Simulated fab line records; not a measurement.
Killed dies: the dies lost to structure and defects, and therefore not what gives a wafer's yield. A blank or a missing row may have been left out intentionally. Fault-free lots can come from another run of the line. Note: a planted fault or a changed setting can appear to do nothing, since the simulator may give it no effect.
Comparing a struck lot with a sound one    flow n5-finfet    16 steps out of a route of 1938
Sound: wafers L869.2, L869.3, L869.5. Wafers L873.1, L873.4, L873.6 were the ones struck. Last of all comes the cause.
At each step with rows: each side's tool, then ch and its chambers, then its first start. Under that, the readings that differ: sound wafers    struck wafers    difference of the means    sigmas: that difference in standard deviations of wafers without a fault.
alike: readings whose means differ by less than 2 such deviations, and words and numbers that are the same on both sides. not compared: withheld readings, readings that some wafer has no value for, bounds like >300 that may hide the same value, and numbers for which the record gives no deviation and whose values overlap.
The two part at a step that has a row with sigmas, a row that says differs or no value, or rows on one side only. When numbers do not overlap yet have no deviation, they are printed without sigmas and do not part them. A reading missing from all wafers of one side parts the sides only when that side holds two or more wafers.

N5_BEOL_M1_SPUTTER_48: material Cu, target thk 4.5 nm, time 8.29 s.
  sound: pvd-sputter-01 at day 9 23:40; struck: pvd-sputter-03 at day 10 19:47
  alike: chamber-pressure-pa, throttle-valve-pct
then, 7 steps without rows for these wafers: N5_BEOL_M1_ANNEAL_49 (time 240 s); N5_BEOL_M1_SPUTTER_79 (material Cu, target thk 4.5 nm, time 8.29 s); N5_BEOL_M1_ANNEAL_80 (time 240 s); N5_BEOL_M1_SPUTTER_81 (material Cu, target thk 4.5 nm, time 8.29 s); N5_BEOL_M1_ANNEAL_82 (time 240 s); N5_BEOL_M1_SPUTTER_86 (material Cu, target thk 4.5 nm, time 8.29 s); N5_BEOL_M1_ANNEAL_87 (time 240 s).
N5_BEOL_M1_SPUTTER_88: material Cu, target thk 4.5 nm, time 8.29 s.
  sound: pvd-sputter-01 at day 10 00:32; struck: pvd-sputter-03 at day 10 20:40
  alike: chamber-pressure-pa, throttle-valve-pct
N5_BEOL_M1_ANNEAL_89: time 240 s.
  sound: pvd-sputter-01 at day 10 00:37; struck: pvd-sputter-03 at day 10 20:45
  alike: heater-power-w, susceptor_temp_C_max
N5_BEOL_M1_SPUTTER_90: material Cu, target thk 4.5 nm, time 8.29 s.
  sound: pvd-sputter-01 at day 10 00:46; struck: pvd-sputter-03 at day 10 20:53
  alike: chamber-pressure-pa, throttle-valve-pct
N5_BEOL_M1_ANNEAL_91: time 240 s.
  sound: pvd-sputter-01 at day 10 00:50; struck: pvd-sputter-03 at day 10 20:58
  alike: heater-power-w, susceptor_temp_C_max
N5_BEOL_M1_SPUTTER_92: material Cu, target thk 4.5 nm, time 8.29 s.
  sound: pvd-sputter-01 at day 10 00:59; struck: pvd-sputter-03 at day 10 21:07
reading                   sound                   struck                   difference  sigmas
chamber-pressure-pa (Pa)  0.0699 0.06973 0.06995  0.05566 0.05587 0.05591  -0.01405    -88
throttle-valve-pct (%)    30.5 30.0 30.1          33.9 33.8 33.7           +3.6        +4
then, 1 step without rows for these wafers: N5_BEOL_M1_ANNEAL_93 (time 240 s).
N5_BEOL_M4_RC_MEAS_101:
  sound on prober-01 ch 0, day 11 12:13; struck on prober-02 ch 0, day 12 15:11
reading         sound                 struck                difference  sigmas
IOFF_P (nA/um)  0.249 0.247 0.241     0.165 0.164 0.180     -0.076      -3
ION_P (uA/um)   468 466 472           452 448 457           -16         -2
VT_P (mV)       -246.1 -248.8 -248.7  -256.4 -257.2 -258.8  -9.6        -3
  alike: DIBL_N, DIBL_P, IOFF_N, ION_N, SS_N, SS_P, VT_N
next, for these wafers, 1 step has no rows: N5_PASSIVATION_PROBE_49.

## WHERE THEY PART
First at N5_BEOL_M1_SPUTTER_92; last, within this record, at N5_BEOL_M4_RC_MEAS_101.

WHY: what had been put in by the simulator
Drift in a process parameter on pvd-sputter-03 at N5_BEOL_M1_SPUTTER_92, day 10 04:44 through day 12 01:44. Setting chamber-pressure-pa, moved by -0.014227, from 0.07. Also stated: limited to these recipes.
